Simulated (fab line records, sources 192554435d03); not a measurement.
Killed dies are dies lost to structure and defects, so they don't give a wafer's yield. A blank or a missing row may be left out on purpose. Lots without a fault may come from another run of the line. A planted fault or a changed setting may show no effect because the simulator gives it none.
Chamber matching | flow n5_finfet | N5_BEOL_M14_STRIP_37 on rie_diel-02: 4 sister chambers
The step strips in O2. 20 wafers are shown with their chamber, then 10 later ones without.

WAFERS WITH THEIR CHAMBER
wafer  | chamber | drypump_motor_current_A (A) | showerhead_plenum_p_Torr (Torr) | throttle_valve_pct (%)
L075.1 | 3       | 5.2                         | 2.11                            | 16.85
L075.4 | 2       | 6.3                         | 2.19                            | 16.47
L075.6 | 1       | 4.9                         | 2.22                            | 16.76
L077.4 | 0       | 4.9                         | 2.09                            | 16.63
L077.5 | 0       | 4.9                         | 2.09                            | 16.66
L077.6 | 3       | 5.2                         | 2.11                            | 16.86
L085.1 | 1       | 5.0                         | 2.21                            | 16.82
L085.2 | 0       | 4.9                         | 2.08                            | 16.69
L085.3 | 3       | 5.2                         | 2.10                            | 16.92
L086.3 | 3       | 5.2                         | 2.10                            | 16.89
L086.4 | 1       | 5.0                         | 2.21                            | 16.80
L086.6 | 1       | 4.9                         | 2.21                            | 16.76
L088.3 | 0       | 4.9                         | 2.08                            | 16.73
L088.4 | 1       | 5.0                         | 2.21                            | 16.80
L088.5 | 2       | 6.3                         | 2.18                            | 16.54
L091.1 | 3       | 5.2                         | 2.10                            | 16.91
L091.5 | 2       | 6.3                         | 2.17                            | 16.58
L091.6 | 3       | 5.2                         | 2.10                            | 16.92
L094.2 | 3       | 5.2                         | 2.10                            | 16.93
L094.3 | 0       | 4.9                         | 2.07                            | 16.72

SIGNATURES (means of the wafers above)
reading                  | chamber 0 | chamber 1 | chamber 2 | chamber 3 | scatter within a chamber
drypump_motor_current_A  | 4.900     | 4.960     | 6.300     | 5.200     | 0.0274
showerhead_plenum_p_Torr | 2.0820    | 2.2120    | 2.1800    | 2.1029    | 0.00663
throttle_valve_pct       | 16.6860   | 16.7880   | 16.5300   | 16.8971   | 0.037
Rule: a wafer's distance from a chamber is the root of the sum, over the readings, of the square of ((its reading less the chamber's mean) divided by the reading's scatter). The wafer belongs to the nearest chamber; if the next one is less than 2 further off, it can't be placed. The scatter: the root of (the sum of the squares of (reading less its chamber's mean) over the shown wafers, divided by (wafers less chambers)).

WAFERS WITHOUT THEIR CHAMBER
wafer  | drypump_motor_current_A (A) | showerhead_plenum_p_Torr (Torr) | throttle_valve_pct (%)
L094.5 | 4.9                         | 2.07                            | 16.71
L093.2 | 5.0                         | 2.20                            | 16.88
L093.4 | 5.2                         | 2.10                            | 16.92
L093.6 | 5.2                         | 2.10                            | 16.90
L092.1 | 5.0                         | 2.20                            | 16.84
L092.3 | 4.9                         | 2.07                            | 16.70
L092.4 | 5.2                         | 2.09                            | 16.95
L097.2 | 5.0                         | 2.20                            | 16.85
L097.5 | 5.0                         | 2.20                            | 16.86
L097.6 | 6.3                         | 2.17                            | 16.59

WHICH CHAMBER EACH WENT THROUGH
wafer  | from the rows above | in truth
L094.5 | 0                   | 0
L093.2 | 1                   | 1
L093.4 | 3                   | 3
L093.6 | 3                   | 3
L092.1 | 1                   | 1
L092.3 | 0                   | 0
L092.4 | 3                   | 3
L097.2 | 1                   | 1
L097.5 | 1                   | 1
L097.6 | 2                   | 2
Placed correctly: 10 of 10. Can't be placed from these rows: 0. Placed wrongly: 0.
